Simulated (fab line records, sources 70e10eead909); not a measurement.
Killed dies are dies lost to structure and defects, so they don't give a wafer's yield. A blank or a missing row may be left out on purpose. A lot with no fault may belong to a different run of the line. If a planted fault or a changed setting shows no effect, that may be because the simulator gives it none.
Which tool was responsible? || flow nandHarc || 24 lots with 72 wafers sampled at 6 steps, on a route of 1159 steps

== WHAT EACH GAUGE READ, for each wafer ==
Not one reading of a measure or inspect step in the record can be checked against a usual standard deviation.

== TOOL THAT RAN EACH LOT (tool first, then ch and the chambers of the sampled wafers, then the start) ==
{"lot": "L074", "NHARC_A_CONTACT_ETCH_111": "harCapEtch-03 ch 0,1, day 15 19:38", "NHARC_A_CONTACT_ETCH_118": "harCapEtch-03 ch 0,1, day 15 20:36", "NHARC_A_CONTACT_ETCH_123": "harCapEtch-03 ch 0,1, day 15 21:15", "NHARC_A_CONTACT_ETCH_96": "rieDiel-04 ch 0,1,3, day 16 08:11 or earlier", "NHARC_A_CONTACT_ETCH_91": "rieDiel-05 ch 0,1, day 16 08:11", "NHARC_A_CONTACT_DEP_85": "pecvd-04 ch 0,1,2, day 16 12:06"}
{"lot": "L076", "NHARC_A_CONTACT_ETCH_111": "harCapEtch-01 ch 0,1, day 16 17:53", "NHARC_A_CONTACT_ETCH_118": "harCapEtch-01 ch 0,1, day 16 18:34", "NHARC_A_CONTACT_ETCH_123": "harCapEtch-01 ch 0,1, day 16 19:08", "NHARC_A_CONTACT_ETCH_96": "rieDiel-05 ch 0,1,2, day 16 19:45", "NHARC_A_CONTACT_ETCH_91": "rieDiel-04 ch 0,3, day 17 03:20", "NHARC_A_CONTACT_DEP_85": "pecvd-04 ch 0,1,2, day 17 06:05"}
{"lot": "L075", "NHARC_A_CONTACT_ETCH_111": "harCapEtch-02 ch 0,1, day 16 22:35", "NHARC_A_CONTACT_ETCH_118": "harCapEtch-02 ch 0,1, day 16 23:20", "NHARC_A_CONTACT_ETCH_123": "harCapEtch-02 ch 0,1, day 16 23:47", "NHARC_A_CONTACT_ETCH_96": "rieDiel-04 ch 0,3, day 17 07:23 or earlier", "NHARC_A_CONTACT_ETCH_91": "rieDiel-05 ch 0,1, day 17 07:23", "NHARC_A_CONTACT_DEP_85": "pecvd-03 ch 0,2, day 17 09:59"}
{"lot": "L077", "NHARC_A_CONTACT_ETCH_111": "harCapEtch-03 ch 0,1, day 16 23:52", "NHARC_A_CONTACT_ETCH_118": "harCapEtch-03 ch 0,1, day 17 00:52", "NHARC_A_CONTACT_ETCH_123": "harCapEtch-03 ch 0,1, day 17 01:29", "NHARC_A_CONTACT_ETCH_96": "rieDiel-04 ch 0,2,3, day 17 11:02 or earlier", "NHARC_A_CONTACT_ETCH_91": "rieDiel-07 ch 0,1,3, day 17 11:02", "NHARC_A_CONTACT_DEP_85": "pecvd-04 ch 0,1,2, day 17 13:49"}
{"lot": "L078", "NHARC_A_CONTACT_ETCH_111": "harCapEtch-03 ch 0,1, day 17 04:09", "NHARC_A_CONTACT_ETCH_118": "harCapEtch-03 ch 0,1, day 17 05:08", "NHARC_A_CONTACT_ETCH_123": "harCapEtch-03 ch 0,1, day 17 05:45", "NHARC_A_CONTACT_ETCH_96": "rieDiel-04 ch 0,2,3, day 17 14:49 or earlier", "NHARC_A_CONTACT_ETCH_91": "rieDiel-04 ch 2,3, day 17 14:49", "NHARC_A_CONTACT_DEP_85": "pecvd-04 ch 1,2, day 17 19:02"}
{"lot": "L079", "NHARC_A_CONTACT_ETCH_111": "harCapEtch-01 ch 0,1, day 17 08:44", "NHARC_A_CONTACT_ETCH_118": "harCapEtch-01 ch 0,1, day 17 09:29", "NHARC_A_CONTACT_ETCH_123": "harCapEtch-01 ch 0,1, day 17 09:56", "NHARC_A_CONTACT_ETCH_96": "rieDiel-04 ch 0,1, day 17 17:52 or earlier", "NHARC_A_CONTACT_ETCH_91": "rieDiel-05 ch 0,2,3, day 17 17:52", "NHARC_A_CONTACT_DEP_85": "pecvd-04 ch 0,1, day 17 20:15"}
{"lot": "L082", "NHARC_A_CONTACT_ETCH_111": "harCapEtch-02 ch 1, day 18 02:56", "NHARC_A_CONTACT_ETCH_118": "harCapEtch-02 ch 1, day 18 03:41", "NHARC_A_CONTACT_ETCH_123": "harCapEtch-02 ch 1, day 18 04:08", "NHARC_A_CONTACT_ETCH_96": "rieDiel-04 ch 2,3, day 18 12:50 or earlier", "NHARC_A_CONTACT_ETCH_91": "rieDiel-04 ch 2,3, day 18 12:50", "NHARC_A_CONTACT_DEP_85": "pecvd-02 ch 0,2, day 18 15:46"}
{"lot": "L084", "NHARC_A_CONTACT_ETCH_111": "harCapEtch-03 ch 0,1, day 18 13:46", "NHARC_A_CONTACT_ETCH_118": "harCapEtch-03 ch 0,1, day 18 14:29", "NHARC_A_CONTACT_ETCH_123": "harCapEtch-03 ch 0,1, day 18 14:59", "NHARC_A_CONTACT_ETCH_96": "rieDiel-07 ch 0,1,2, day 18 22:58 or earlier", "NHARC_A_CONTACT_ETCH_91": "rieDiel-04 ch 0,1, day 18 22:58", "NHARC_A_CONTACT_DEP_85": "pecvd-04 ch 0,1,2, day 19 02:03"}
{"lot": "L081", "NHARC_A_CONTACT_ETCH_111": "harCapEtch-02 ch 0,1, day 18 15:22", "NHARC_A_CONTACT_ETCH_118": "harCapEtch-02 ch 0,1, day 18 16:07", "NHARC_A_CONTACT_ETCH_123": "harCapEtch-02 ch 0,1, day 18 16:35", "NHARC_A_CONTACT_ETCH_96": "rieDiel-04 ch 1,2,3, day 19 01:02 or earlier", "NHARC_A_CONTACT_ETCH_91": "rieDiel-07 ch 1,3, day 19 01:02", "NHARC_A_CONTACT_DEP_85": "pecvd-03 ch 1,2, day 19 03:29"}
{"lot": "L083", "NHARC_A_CONTACT_ETCH_111": "harCapEtch-01 ch 0,1, day 18 16:14", "NHARC_A_CONTACT_ETCH_118": "harCapEtch-01 ch 0,1, day 18 16:59", "NHARC_A_CONTACT_ETCH_123": "harCapEtch-01 ch 0,1, day 18 17:26", "NHARC_A_CONTACT_ETCH_96": "rieDiel-04 ch 0,1,3, day 19 01:17 or earlier", "NHARC_A_CONTACT_ETCH_91": "rieDiel-04 ch 0,3, day 19 01:17", "NHARC_A_CONTACT_DEP_85": "pecvd-03 ch 0,2, day 19 03:52"}
{"lot": "L080", "NHARC_A_CONTACT_ETCH_111": "harCapEtch-02 ch 0,1, day 18 19:20", "NHARC_A_CONTACT_ETCH_118": "harCapEtch-02 ch 0,1, day 18 20:04", "NHARC_A_CONTACT_ETCH_123": "harCapEtch-02 ch 0,1, day 18 20:34", "NHARC_A_CONTACT_ETCH_96": "rieDiel-04 ch 0,1,3, day 19 04:37 or earlier", "NHARC_A_CONTACT_ETCH_91": "rieDiel-04 ch 0,1,2, day 19 04:37", "NHARC_A_CONTACT_DEP_85": "pecvd-04 ch 1,2, day 19 07:31"}
{"lot": "L087", "NHARC_A_CONTACT_ETCH_111": "harCapEtch-02 ch 0,1, day 19 15:40", "NHARC_A_CONTACT_ETCH_118": "harCapEtch-02 ch 0,1, day 19 16:24", "NHARC_A_CONTACT_ETCH_123": "harCapEtch-02 ch 0,1, day 19 16:53", "NHARC_A_CONTACT_ETCH_96": "rieDiel-04 ch 2,3, day 20 01:35 or earlier", "NHARC_A_CONTACT_ETCH_91": "rieDiel-07 ch 1,2,3, day 20 01:35", "NHARC_A_CONTACT_DEP_85": "pecvd-03 ch 0,1,2, day 20 05:02"}
{"lot": "L086", "NHARC_A_CONTACT_ETCH_111": "harCapEtch-01 ch 0,1, day 19 16:08", "NHARC_A_CONTACT_ETCH_118": "harCapEtch-01 ch 0,1, day 19 16:53", "NHARC_A_CONTACT_ETCH_123": "harCapEtch-01 ch 0,1, day 19 17:21", "NHARC_A_CONTACT_ETCH_96": "rieDiel-04 ch 2,3, day 19 18:08", "NHARC_A_CONTACT_ETCH_91": "rieDiel-04 ch 0,1, day 20 01:30", "NHARC_A_CONTACT_DEP_85": "pecvd-04 ch 0,2, day 20 04:21"}
{"lot": "L089", "NHARC_A_CONTACT_ETCH_111": "harCapEtch-01 ch 0,1, day 19 23:59", "NHARC_A_CONTACT_ETCH_118": "harCapEtch-01 ch 0,1, day 20 00:44", "NHARC_A_CONTACT_ETCH_123": "harCapEtch-01 ch 0,1, day 20 01:11", "NHARC_A_CONTACT_ETCH_96": "rieDiel-04 ch 1,2,3, day 20 10:04 or earlier", "NHARC_A_CONTACT_ETCH_91": "rieDiel-05 ch 2,3, day 20 10:04", "NHARC_A_CONTACT_DEP_85": "pecvd-03 ch 0,1, day 20 13:16"}
{"lot": "L085", "NHARC_A_CONTACT_ETCH_111": "harCapEtch-02 ch 0,1, day 20 01:13", "NHARC_A_CONTACT_ETCH_118": "harCapEtch-02 ch 0,1, day 20 01:58", "NHARC_A_CONTACT_ETCH_123": "harCapEtch-02 ch 0,1, day 20 02:25", "NHARC_A_CONTACT_ETCH_96": "rieDiel-05 ch 0,1,2, day 20 12:13 or earlier", "NHARC_A_CONTACT_ETCH_91": "rieDiel-05 ch 0,1,3, day 20 12:13", "NHARC_A_CONTACT_DEP_85": "pecvd-03 ch 0,1,2, day 20 16:57"}
{"lot": "L088", "NHARC_A_CONTACT_ETCH_111": "harCapEtch-03 ch 0, day 20 04:02", "NHARC_A_CONTACT_ETCH_118": "harCapEtch-03 ch 0, day 20 05:00", "NHARC_A_CONTACT_ETCH_123": "harCapEtch-03 ch 0, day 20 05:40", "NHARC_A_CONTACT_ETCH_96": "rieDiel-07 ch 0,1,2, day 20 14:32 or earlier", "NHARC_A_CONTACT_ETCH_91": "rieDiel-05 ch 2,3, day 20 14:32", "NHARC_A_CONTACT_DEP_85": "pecvd-02 ch 1,2, day 20 18:12"}
{"lot": "L091", "NHARC_A_CONTACT_ETCH_111": "harCapEtch-03 ch 0,1, day 20 08:00", "NHARC_A_CONTACT_ETCH_118": "harCapEtch-03 ch 0,1, day 20 08:55", "NHARC_A_CONTACT_ETCH_123": "harCapEtch-03 ch 0,1, day 20 09:41", "NHARC_A_CONTACT_ETCH_96": "rieDiel-07 ch 1,2, day 20 19:01 or earlier", "NHARC_A_CONTACT_ETCH_91": "rieDiel-05 ch 0,1, day 20 19:01", "NHARC_A_CONTACT_DEP_85": "pecvd-02 ch 0,1,2, day 20 22:03"}
{"lot": "L090", "NHARC_A_CONTACT_ETCH_111": "harCapEtch-02 ch 0,1, day 20 09:30", "NHARC_A_CONTACT_ETCH_118": "harCapEtch-02 ch 0,1, day 20 10:13", "NHARC_A_CONTACT_ETCH_123": "harCapEtch-02 ch 0,1, day 20 10:43", "NHARC_A_CONTACT_ETCH_96": "rieDiel-05 ch 1,3, day 20 22:38 or earlier", "NHARC_A_CONTACT_ETCH_91": "rieDiel-04 ch 1,2, day 20 22:38", "NHARC_A_CONTACT_DEP_85": "pecvd-02 ch 0,1, day 21 05:20"}
{"lot": "L092", "NHARC_A_CONTACT_ETCH_111": "harCapEtch-03 ch 0,1, day 20 17:44", "NHARC_A_CONTACT_ETCH_118": "harCapEtch-03 ch 0,1, day 20 18:41", "NHARC_A_CONTACT_ETCH_123": "harCapEtch-03 ch 0,1, day 20 19:23", "NHARC_A_CONTACT_ETCH_96": "rieDiel-04 ch 1,2, day 21 05:29 or earlier", "NHARC_A_CONTACT_ETCH_91": "rieDiel-05 ch 0,1,3, day 21 05:29", "NHARC_A_CONTACT_DEP_85": "pecvd-03 ch 0,1, day 21 12:35"}
{"lot": "L093", "NHARC_A_CONTACT_ETCH_111": "harCapEtch-02 ch 0,1, day 20 19:44", "NHARC_A_CONTACT_ETCH_118": "harCapEtch-02 ch 0,1, day 20 20:28", "NHARC_A_CONTACT_ETCH_123": "harCapEtch-02 ch 0,1, day 20 20:58", "NHARC_A_CONTACT_ETCH_96": "rieDiel-04 ch 0,2,3, day 21 07:22 or earlier", "NHARC_A_CONTACT_ETCH_91": "rieDiel-05 ch 0,1,3, day 21 07:22", "NHARC_A_CONTACT_DEP_85": "pecvd-02 ch 1,2, day 21 13:43"}
{"lot": "L094", "NHARC_A_CONTACT_ETCH_111": "harCapEtch-01 ch 0,1, day 21 11:31", "NHARC_A_CONTACT_ETCH_118": "harCapEtch-01 ch 0,1, day 21 12:16", "NHARC_A_CONTACT_ETCH_123": "harCapEtch-01 ch 0,1, day 21 12:43", "NHARC_A_CONTACT_ETCH_96": "rieDiel-05 ch 1,2, day 21 20:31 or earlier", "NHARC_A_CONTACT_ETCH_91": "rieDiel-04 ch 1,2,3, day 21 20:31", "NHARC_A_CONTACT_DEP_85": "pecvd-02 ch 0,2, day 21 23:01"}
{"lot": "L095", "NHARC_A_CONTACT_ETCH_111": "harCapEtch-03 ch 0,1, day 21 12:39", "NHARC_A_CONTACT_ETCH_118": "harCapEtch-03 ch 0,1, day 21 13:22", "NHARC_A_CONTACT_ETCH_123": "harCapEtch-03 ch 0,1, day 21 13:52", "NHARC_A_CONTACT_ETCH_96": "rieDiel-05 ch 0,1,3, day 21 21:19 or earlier", "NHARC_A_CONTACT_ETCH_91": "rieDiel-04 ch 0,2, day 21 21:19", "NHARC_A_CONTACT_DEP_85": "pecvd-02 ch 1,2, day 21 23:50"}
{"lot": "L096", "NHARC_A_CONTACT_ETCH_111": "harCapEtch-02 ch 0,1, day 22 02:20", "NHARC_A_CONTACT_ETCH_118": "harCapEtch-02 ch 0,1, day 22 03:05", "NHARC_A_CONTACT_ETCH_123": "harCapEtch-02 ch 0,1, day 22 03:33", "NHARC_A_CONTACT_ETCH_96": "rieDiel-04 ch 0,1,3, day 22 10:52 or earlier", "NHARC_A_CONTACT_ETCH_91": "rieDiel-05 ch 1,2,3, day 22 10:52", "NHARC_A_CONTACT_DEP_85": "pecvd-03 ch 1,2, day 22 13:50"}
{"lot": "L097", "NHARC_A_CONTACT_ETCH_111": "harCapEtch-01 ch 0,1, day 22 06:35", "NHARC_A_CONTACT_ETCH_118": "harCapEtch-01 ch 0,1, day 22 07:17", "NHARC_A_CONTACT_ETCH_123": "harCapEtch-01 ch 0,1, day 22 07:50", "NHARC_A_CONTACT_ETCH_96": "rieDiel-05 ch 0,1,2, day 22 15:43 or earlier", "NHARC_A_CONTACT_ETCH_91": "rieDiel-04 ch 0,2,3, day 22 15:43", "NHARC_A_CONTACT_DEP_85": "pecvd-03 ch 0,1,2, day 22 18:16"}
- NHARC_A_CONTACT_ETCH_111: etches the open film in C4F8/O2/Ar, time 140 s, target depth 700 nm.
- NHARC_A_CONTACT_ETCH_118: etches the open film in C4F8/O2/Ar, time 94 s, target depth 922 nm.
- NHARC_A_CONTACT_ETCH_123: etches the open film in C4F8/O2/Ar, time 253 s, target depth 1090 nm.
- NHARC_A_CONTACT_ETCH_96: etches the open film in C4F6/O2, target depth 20 nm, time 10 s.
- NHARC_A_CONTACT_ETCH_91: etches the open film in CH3F/O2, target depth 40 nm, time 85.7 s.
- NHARC_A_CONTACT_DEP_85: deposits SiON, target thk 50 nm.

== AS READ BY THE TOOLS THEMSELVES (means over the sampled wafers that have a number; for cases with no such wafer, the mark the record gives instead) ==
NHARC_A_CONTACT_ETCH_96. Usual: drypumpMotorCurrentA 5.7 A, standard deviation 0.49; oesProductAu 0.977 a.u., standard deviation 0.028; rfVppV 547.7 V, standard deviation 2.4; showerheadPlenumPTorr 3.96 Torr, standard deviation 0.11; throttleValvePct 26.904 %, standard deviation 0.0095.
{"lot": "L074", "tool": "rieDiel-04", "drypumpMotorCurrentA (A)": 5.5, "oesProductAu (a.u.)": 0.975, "rfVppV (V)": 547.3, "showerheadPlenumPTorr (Torr)": 3.96, "throttleValvePct (%)": 26.905, "flag": ""}
{"lot": "L076", "tool": "rieDiel-05", "drypumpMotorCurrentA (A)": 6.0, "oesProductAu (a.u.)": 0.999, "rfVppV (V)": 548.6, "showerheadPlenumPTorr (Torr)": 4.01, "throttleValvePct (%)": 26.899, "flag": ""}
{"lot": "L075", "tool": "rieDiel-04", "drypumpMotorCurrentA (A)": 5.6, "oesProductAu (a.u.)": 0.958, "rfVppV (V)": 548.6, "showerheadPlenumPTorr (Torr)": 4.03, "throttleValvePct (%)": 26.908, "flag": ""}
{"lot": "L077", "tool": "rieDiel-04", "drypumpMotorCurrentA (A)": 5.8, "oesProductAu (a.u.)": 1.010, "rfVppV (V)": 547.9, "showerheadPlenumPTorr (Torr)": 4.00, "throttleValvePct (%)": 26.898, "flag": ""}
{"lot": "L078", "tool": "rieDiel-04", "drypumpMotorCurrentA (A)": 5.7, "oesProductAu (a.u.)": 0.953, "rfVppV (V)": 547.7, "showerheadPlenumPTorr (Torr)": 4.00, "throttleValvePct (%)": 26.900, "flag": ""}
{"lot": "L079", "tool": "rieDiel-04", "drypumpMotorCurrentA (A)": 5.7, "oesProductAu (a.u.)": 1.010, "rfVppV (V)": 546.1, "showerheadPlenumPTorr (Torr)": 3.88, "throttleValvePct (%)": 26.904, "flag": ""}
{"lot": "L082", "tool": "rieDiel-04", "drypumpMotorCurrentA (A)": 5.5, "oesProductAu (a.u.)": 0.966, "rfVppV (V)": 550.4, "showerheadPlenumPTorr (Torr)": 4.07, "throttleValvePct (%)": 26.901, "flag": ""}
{"lot": "L084", "tool": "rieDiel-07", "drypumpMotorCurrentA (A)": 5.5, "oesProductAu (a.u.)": 0.989, "rfVppV (V)": 547.9, "showerheadPlenumPTorr (Torr)": 4.00, "throttleValvePct (%)": 26.903, "flag": ""}
{"lot": "L081", "tool": "rieDiel-04", "drypumpMotorCurrentA (A)": 5.5, "oesProductAu (a.u.)": 1.001, "rfVppV (V)": 547.8, "showerheadPlenumPTorr (Torr)": 4.00, "throttleValvePct (%)": 26.913, "flag": ""}
{"lot": "L083", "tool": "rieDiel-04", "drypumpMotorCurrentA (A)": 5.5, "oesProductAu (a.u.)": 0.946, "rfVppV (V)": 547.9, "showerheadPlenumPTorr (Torr)": 3.95, "throttleValvePct (%)": 26.902, "flag": ""}
{"lot": "L080", "tool": "rieDiel-04", "drypumpMotorCurrentA (A)": 5.5, "oesProductAu (a.u.)": 1.005, "rfVppV (V)": 548.3, "showerheadPlenumPTorr (Torr)": 3.95, "throttleValvePct (%)": 26.903, "flag": ""}
{"lot": "L087", "tool": "rieDiel-04", "drypumpMotorCurrentA (A)": 5.8, "oesProductAu (a.u.)": 0.961, "rfVppV (V)": 548.8, "showerheadPlenumPTorr (Torr)": 4.04, "throttleValvePct (%)": 26.894, "flag": ""}
{"lot": "L086", "tool": "rieDiel-04", "drypumpMotorCurrentA (A)": 5.7, "oesProductAu (a.u.)": 1.012, "rfVppV (V)": 549.5, "showerheadPlenumPTorr (Torr)": 4.04, "throttleValvePct (%)": 26.901, "flag": ""}
{"lot": "L089", "tool": "rieDiel-04", "drypumpMotorCurrentA (A)": 5.4, "oesProductAu (a.u.)": 0.993, "rfVppV (V)": 548.5, "showerheadPlenumPTorr (Torr)": 4.00, "throttleValvePct (%)": 26.907, "flag": ""}
{"lot": "L085", "tool": "rieDiel-05", "drypumpMotorCurrentA (A)": 6.0, "oesProductAu (a.u.)": 0.956, "rfVppV (V)": 547.3, "showerheadPlenumPTorr (Torr)": 3.99, "throttleValvePct (%)": 26.900, "flag": ""}
{"lot": "L088", "tool": "rieDiel-07", "drypumpMotorCurrentA (A)": 5.5, "oesProductAu (a.u.)": 0.995, "rfVppV (V)": 548.3, "showerheadPlenumPTorr (Torr)": 3.99, "throttleValvePct (%)": 26.907, "flag": ""}
{"lot": "L091", "tool": "rieDiel-07", "drypumpMotorCurrentA (A)": 6.0, "oesProductAu (a.u.)": 0.987, "rfVppV (V)": 545.3, "showerheadPlenumPTorr (Torr)": 3.88, "throttleValvePct (%)": 26.908, "flag": ""}
{"lot": "L090", "tool": "rieDiel-05", "drypumpMotorCurrentA (A)": 5.9, "oesProductAu (a.u.)": 0.947, "rfVppV (V)": 546.2, "showerheadPlenumPTorr (Torr)": 3.92, "throttleValvePct (%)": 26.902, "flag": ""}
{"lot": "L092", "tool": "rieDiel-04", "drypumpMotorCurrentA (A)": 5.3, "oesProductAu (a.u.)": 1.005, "rfVppV (V)": 547.7, "showerheadPlenumPTorr (Torr)": 3.93, "throttleValvePct (%)": 26.902, "flag": ""}
{"lot": "L093", "tool": "rieDiel-04", "drypumpMotorCurrentA (A)": 5.8, "oesProductAu (a.u.)": 0.999, "rfVppV (V)": 548.7, "showerheadPlenumPTorr (Torr)": 3.99, "throttleValvePct (%)": 26.904, "flag": ""}
{"lot": "L094", "tool": "rieDiel-05", "drypumpMotorCurrentA (A)": 6.0, "oesProductAu (a.u.)": 0.930, "rfVppV (V)": 548.5, "showerheadPlenumPTorr (Torr)": 4.02, "throttleValvePct (%)": 26.901, "flag": ""}
{"lot": "L095", "tool": "rieDiel-05", "drypumpMotorCurrentA (A)": 6.0, "oesProductAu (a.u.)": 0.945, "rfVppV (V)": 547.0, "showerheadPlenumPTorr (Torr)": 3.92, "throttleValvePct (%)": 26.906, "flag": ""}
{"lot": "L096", "tool": "rieDiel-04", "drypumpMotorCurrentA (A)": 5.5, "oesProductAu (a.u.)": 0.997, "rfVppV (V)": 547.4, "showerheadPlenumPTorr (Torr)": 3.95, "throttleValvePct (%)": 26.906, "flag": ""}
{"lot": "L097", "tool": "rieDiel-05", "drypumpMotorCurrentA (A)": 6.0, "oesProductAu (a.u.)": 0.938, "rfVppV (V)": 548.6, "showerheadPlenumPTorr (Torr)": 3.98, "throttleValvePct (%)": 26.909, "flag": ""}

NHARC_A_CONTACT_ETCH_91. Usual: drypumpMotorCurrentA 5.7 A, standard deviation 0.5; oesProductAu 0.94 a.u., standard deviation 0.031; rfVppV 244.6 V, standard deviation 1.3; showerheadPlenumPTorr 2.49 Torr, standard deviation 0.08; throttleValvePct 20.662 %, standard deviation 0.0092.
{"lot": "L074", "tool": "rieDiel-05", "drypumpMotorCurrentA (A)": 5.6, "oesProductAu (a.u.)": 0.92, "rfVppV (V)": 245.8, "showerheadPlenumPTorr (Torr)": 2.56, "throttleValvePct (%)": 20.663, "flag": ""}
{"lot": "L076", "tool": "rieDiel-04", "drypumpMotorCurrentA (A)": 5.6, "oesProductAu (a.u.)": 0.94, "rfVppV (V)": 245.3, "showerheadPlenumPTorr (Torr)": 2.53, "throttleValvePct (%)": 20.663, "flag": ""}
{"lot": "L075", "tool": "rieDiel-05", "drypumpMotorCurrentA (A)": 5.6, "oesProductAu (a.u.)": 0.91, "rfVppV (V)": 244.5, "showerheadPlenumPTorr (Torr)": 2.56, "throttleValvePct (%)": 20.666, "flag": ""}
{"lot": "L077", "tool": "rieDiel-07", "drypumpMotorCurrentA (A)": 5.0, "oesProductAu (a.u.)": 0.92, "rfVppV (V)": 245.8, "showerheadPlenumPTorr (Torr)": 2.53, "throttleValvePct (%)": 20.650, "flag": ""}
{"lot": "L078", "tool": "rieDiel-04", "drypumpMotorCurrentA (A)": 5.6, "oesProductAu (a.u.)": 0.93, "rfVppV (V)": 246.0, "showerheadPlenumPTorr (Torr)": 2.56, "throttleValvePct (%)": 20.663, "flag": ""}
{"lot": "L079", "tool": "rieDiel-05", "drypumpMotorCurrentA (A)": 6.3, "oesProductAu (a.u.)": 1.00, "rfVppV (V)": 243.4, "showerheadPlenumPTorr (Torr)": 2.43, "throttleValvePct (%)": 20.680, "flag": ""}
{"lot": "L082", "tool": "rieDiel-04", "drypumpMotorCurrentA (A)": 5.6, "oesProductAu (a.u.)": 0.94, "rfVppV (V)": 244.9, "showerheadPlenumPTorr (Torr)": 2.55, "throttleValvePct (%)": 20.668, "flag": ""}
{"lot": "L084", "tool": "rieDiel-04", "drypumpMotorCurrentA (A)": 5.7, "oesProductAu (a.u.)": 0.92, "rfVppV (V)": 243.9, "showerheadPlenumPTorr (Torr)": 2.43, "throttleValvePct (%)": 20.664, "flag": ""}
{"lot": "L081", "tool": "rieDiel-07", "drypumpMotorCurrentA (A)": 5.0, "oesProductAu (a.u.)": 0.93, "rfVppV (V)": 244.8, "showerheadPlenumPTorr (Torr)": 2.47, "throttleValvePct (%)": 20.665, "flag": ""}
{"lot": "L083", "tool": "rieDiel-04", "drypumpMotorCurrentA (A)": 5.8, "oesProductAu (a.u.)": 0.94, "rfVppV (V)": 243.5, "showerheadPlenumPTorr (Torr)": 2.47, "throttleValvePct (%)": 20.665, "flag": ""}
{"lot": "L080", "tool": "rieDiel-04", "drypumpMotorCurrentA (A)": 5.6, "oesProductAu (a.u.)": 0.93, "rfVppV (V)": 243.7, "showerheadPlenumPTorr (Torr)": 2.46, "throttleValvePct (%)": 20.650, "flag": ""}
{"lot": "L087", "tool": "rieDiel-07", "drypumpMotorCurrentA (A)": 5.5, "oesProductAu (a.u.)": 0.99, "rfVppV (V)": 243.3, "showerheadPlenumPTorr (Torr)": 2.45, "throttleValvePct (%)": 20.663, "flag": ""}
{"lot": "L086", "tool": "rieDiel-04", "drypumpMotorCurrentA (A)": 5.4, "oesProductAu (a.u.)": 0.93, "rfVppV (V)": 244.3, "showerheadPlenumPTorr (Torr)": 2.43, "throttleValvePct (%)": 20.662, "flag": ""}
{"lot": "L089", "tool": "rieDiel-05", "drypumpMotorCurrentA (A)": 6.3, "oesProductAu (a.u.)": 0.92, "rfVppV (V)": 244.2, "showerheadPlenumPTorr (Torr)": 2.45, "throttleValvePct (%)": 20.650, "flag": ""}
{"lot": "L085", "tool": "rieDiel-05", "drypumpMotorCurrentA (A)": 5.9, "oesProductAu (a.u.)": 0.92, "rfVppV (V)": 243.7, "showerheadPlenumPTorr (Torr)": 2.46, "throttleValvePct (%)": 20.655, "flag": ""}
{"lot": "L088", "tool": "rieDiel-05", "drypumpMotorCurrentA (A)": 6.3, "oesProductAu (a.u.)": 0.93, "rfVppV (V)": 243.6, "showerheadPlenumPTorr (Torr)": 2.45, "throttleValvePct (%)": 20.662, "flag": ""}
{"lot": "L091", "tool": "rieDiel-05", "drypumpMotorCurrentA (A)": 5.6, "oesProductAu (a.u.)": 0.92, "rfVppV (V)": 245.6, "showerheadPlenumPTorr (Torr)": 2.54, "throttleValvePct (%)": 20.670, "flag": ""}
{"lot": "L090", "tool": "rieDiel-04", "drypumpMotorCurrentA (A)": 5.6, "oesProductAu (a.u.)": 1.01, "rfVppV (V)": 244.5, "showerheadPlenumPTorr (Torr)": 2.49, "throttleValvePct (%)": 20.666, "flag": ""}
{"lot": "L092", "tool": "rieDiel-05", "drypumpMotorCurrentA (A)": 5.9, "oesProductAu (a.u.)": 0.93, "rfVppV (V)": 244.2, "showerheadPlenumPTorr (Torr)": 2.46, "throttleValvePct (%)": 20.665, "flag": ""}
{"lot": "L093", "tool": "rieDiel-05", "drypumpMotorCurrentA (A)": 5.9, "oesProductAu (a.u.)": 0.92, "rfVppV (V)": 244.9, "showerheadPlenumPTorr (Torr)": 2.46, "throttleValvePct (%)": 20.655, "flag": ""}
{"lot": "L094", "tool": "rieDiel-04", "drypumpMotorCurrentA (A)": 5.5, "oesProductAu (a.u.)": 0.93, "rfVppV (V)": 244.6, "showerheadPlenumPTorr (Torr)": 2.51, "throttleValvePct (%)": 20.661, "flag": ""}
{"lot": "L095", "tool": "rieDiel-04", "drypumpMotorCurrentA (A)": 5.9, "oesProductAu (a.u.)": 0.94, "rfVppV (V)": 243.7, "showerheadPlenumPTorr (Torr)": 2.45, "throttleValvePct (%)": 20.659, "flag": ""}
{"lot": "L096", "tool": "rieDiel-05", "drypumpMotorCurrentA (A)": 6.0, "oesProductAu (a.u.)": 0.92, "rfVppV (V)": 245.0, "showerheadPlenumPTorr (Torr)": 2.49, "throttleValvePct (%)": 20.668, "flag": ""}
{"lot": "L097", "tool": "rieDiel-04", "drypumpMotorCurrentA (A)": 5.7, "oesProductAu (a.u.)": 1.01, "rfVppV (V)": 244.8, "showerheadPlenumPTorr (Torr)": 2.50, "throttleValvePct (%)": 20.660, "flag": ""}

NHARC_A_CONTACT_DEP_85. Usual: heaterPowerW reads 789 W (standard deviation 120).
{"lot": "L074", "tool": "pecvd-04", "heaterPowerW (W)": 843, "flag": ""}
{"lot": "L076", "tool": "pecvd-04", "heaterPowerW (W)": 825, "flag": ""}
{"lot": "L075", "tool": "pecvd-03", "heaterPowerW (W)": 758, "flag": ""}
{"lot": "L077", "tool": "pecvd-04", "heaterPowerW (W)": 841, "flag": ""}
{"lot": "L078", "tool": "pecvd-04", "heaterPowerW (W)": 757, "flag": ""}
{"lot": "L079", "tool": "pecvd-04", "heaterPowerW (W)": 890, "flag": ""}
{"lot": "L082", "tool": "pecvd-02", "heaterPowerW (W)": 701, "flag": ""}
{"lot": "L084", "tool": "pecvd-04", "heaterPowerW (W)": 794, "flag": ""}
{"lot": "L081", "tool": "pecvd-03", "heaterPowerW (W)": 779, "flag": ""}
{"lot": "L083", "tool": "pecvd-03", "heaterPowerW (W)": 734, "flag": ""}
{"lot": "L080", "tool": "pecvd-04", "heaterPowerW (W)": 742, "flag": ""}
{"lot": "L087", "tool": "pecvd-03", "heaterPowerW (W)": 732, "flag": ""}
{"lot": "L086", "tool": "pecvd-04", "heaterPowerW (W)": 889, "flag": ""}
{"lot": "L089", "tool": "pecvd-03", "heaterPowerW (W)": 782, "flag": ""}
{"lot": "L085", "tool": "pecvd-03", "heaterPowerW (W)": 763, "flag": ""}
{"lot": "L088", "tool": "pecvd-02", "heaterPowerW (W)": 909, "flag": ""}
{"lot": "L091", "tool": "pecvd-02", "heaterPowerW (W)": 797, "flag": ""}
{"lot": "L090", "tool": "pecvd-02", "heaterPowerW (W)": 728, "flag": ""}
{"lot": "L092", "tool": "pecvd-03", "heaterPowerW (W)": 781, "flag": ""}
{"lot": "L093", "tool": "pecvd-02", "heaterPowerW (W)": 802, "flag": ""}
{"lot": "L094", "tool": "pecvd-02", "heaterPowerW (W)": 673, "flag": ""}
{"lot": "L095", "tool": "pecvd-02", "heaterPowerW (W)": 866, "flag": ""}
{"lot": "L096", "tool": "pecvd-03", "heaterPowerW (W)": 726, "flag": ""}
{"lot": "L097", "tool": "pecvd-03", "heaterPowerW (W)": 735, "flag": ""}

== THE ANSWER, worked out from the rows above alone ==
Rule: take the mean of a lot's wafers that have a number; if it is more than 3 standard deviations from the usual mean, the lot is off. Also off: a lot with no number at a reading for which 4 or more lots have one. The other lots that the step has rows for count as sound. The gauges are gone through in route order, then the tools' own readings, and for those a lot's mean is taken as printed above. At the first step where some lot is off, the reading lying furthest off is the one used; lots without a number count as furthest.
Nothing can be told from this: no lot is off at any reading shown.

== WHAT HAD BEEN PUT IN BY THE SIMULATOR ==
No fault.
